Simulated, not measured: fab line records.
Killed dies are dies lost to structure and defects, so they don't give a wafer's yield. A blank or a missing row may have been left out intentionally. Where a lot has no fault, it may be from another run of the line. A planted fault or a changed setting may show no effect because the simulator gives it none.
Comparing a struck lot with a sound one	flow n5Finfet	16 out of 1938 route steps
Sound: these wafers, L328.1, L328.2, L328.3. Struck: wafer L332.6. (L332.1 of the same lot was not struck and is left out.) The cause comes at the end.
Per side, at each step with rows, come the tool, then ch with its chambers, and then its first start. Under that, the readings that differ: sound wafers	struck wafers	difference of the means	sigmas: that difference in standard deviations of wafers without a fault.
alike: words and numbers the same on both sides, and readings whose means are apart by under 2 such deviations; not compared: readings that were withheld, readings missing a value for some wafer, numbers with overlapping values and no deviation given by the record, and bounds like >300 which may hide the same value.
The two part at a step that has a row with sigmas, a row that says differs or no value, or rows on one side only. Non-overlapping numbers with no deviation appear without sigmas and do not part them. A reading missing from all wafers of one side parts the sides only when that side holds two or more wafers.

N5_BEOL_M3_DESCUM_33: chemistry O2, time 7 s.
  sound on rieDiel-04 ch 0,2,3, day 8 06:31; struck on rieDiel-04 ch 0, day 8 19:03
  alike: chamberPressureMTorr, drypumpMotorCurrentA, oesProductAu, rfFwdPowerW, rfVppV, showerheadPlenumPTorr, tempC, throttleValvePct
  not compared: rfHoursCounterH
N5_BEOL_M3_ETCH_77: etches underlayer in N2/H2, target depth 6.5 nm, time 5.2 s.
  sound on rieDiel-04 ch 0,2,3, day 8 06:33; struck on rieDiel-04 ch 0, day 8 19:05
  alike: chamberPressureMTorr, drypumpMotorCurrentA, etchRfOnTimeS, oesProductAu, rfFwdPowerW, rfVppV, showerheadPlenumPTorr, throttleValvePct
  not compared: rfHoursCounterH
then, 3 steps without rows for these wafers: N5_BEOL_M3_ETCH_69 (etches SiARC in CF4, target depth 15.6 nm, time 26 s); N5_BEOL_M3_ALD_98 (deposits SiO2, target thk 2.5 nm, pulse time 1 s, co reactant pulse time 1 s); N5_BEOL_M3_ETCHBACK_99 (etches SiO2 in CHF3, target depth 5 nm, time 10.4 s).
N5_BEOL_M3_ETCH_70: etches SOC in N2/H2, target depth 80 nm, overetch 16 nm, time 120 s.
  sound on rieDiel-04 ch 0,1,2, day 8 19:12; struck on rieDiel-01 ch 2, day 9 04:26
reading	sound	struck	difference	sigmas
rfFwdPowerW (W)	831.9 834.2 832.3	840.8	+8.0	+3
  alike: chamberPressureMTorr, drypumpMotorCurrentA, oesProductAu, rfVppV, showerheadPlenumPTorr, tempC, throttleValvePct
  not compared: rfHoursCounterH
then, 2 steps without rows for these wafers: N5_BEOL_M3_STRIP_71 (strips in N2/H2); N5_BEOL_M3_STRIP_78 (strips in N2/H2).
N5_BEOL_M3_VIA_ETCH_34: etches the open film in C4F6/O2, target depth 69.4 nm, time 65.9 s.
  sound on rieDiel-04 ch 0,1,2, day 8 19:18; struck on rieDiel-01 ch 2, day 9 04:32
  alike: chamberPressureMTorr, drypumpMotorCurrentA, oesProductAu, rfFwdPowerW, rfVppV, showerheadPlenumPTorr, throttleValvePct
  not compared: rfHoursCounterH
then, 1 step without rows for these wafers: N5_BEOL_M3_STRIP_83 (strips in C4F6/O2).
N5_BEOL_M3_STRIP_36: strips in N2/H2.
  sound on rieDiel-04 ch 0,1,2, day 8 19:22; struck on rieDiel-01 ch 2, day 9 04:36
  alike: chamberPressureMTorr, drypumpMotorCurrentA, oesProductAu, rfVppV, showerheadPlenumPTorr, tempC, throttleValvePct
  not compared: rfHoursCounterH
then, 1 step without rows for these wafers: N5_BEOL_M3_TRENCH_ETCH_37 (etches SiOC in C4F6/O2, target depth 55.555 nm, time 29.2 s).
N5_BEOL_M3_ETCH_41: etches SiCN in CH3F/O2, target depth 29.9 nm, time 52.5 s.
  sound on rieDiel-04 ch 0,1,2, day 8 19:26; struck on rieDiel-01 ch 2, day 9 04:40
reading	sound	struck	difference	sigmas
model.etch.depthNm (nm)	20.15 19.12 19.99	12.62	-7.13	
  alike: chamberPressureMTorr, drypumpMotorCurrentA, oesProductAu, rfFwdPowerW, rfVppV, showerheadPlenumPTorr, throttleValvePct
  not compared: rfHoursCounterH
then, 1 step without rows for these wafers: N5_BEOL_M3_STRIP_97 (strips in N2/H2, time 10 s).
N5_BEOL_M4_RC_MEAS_101:
  sound on prober-01 ch 0, day 9 11:00; struck on prober-01 ch 0, day 9 20:46
  alike: DIBL_N, DIBL_P, IOFF_N, IOFF_P, ION_N, ION_P, SS_N, SS_P, VT_N, VT_P
N5_PASSIVATION_PROBE_49:
  sound wafers here have rows in the record (prober-01, day 13 19:26); struck ones have none

## WHERE THEY PART
At N5_BEOL_M3_ETCH_70 first; at N5_PASSIVATION_PROBE_49 last (within this record only).

WHY: what had been put in by the simulator
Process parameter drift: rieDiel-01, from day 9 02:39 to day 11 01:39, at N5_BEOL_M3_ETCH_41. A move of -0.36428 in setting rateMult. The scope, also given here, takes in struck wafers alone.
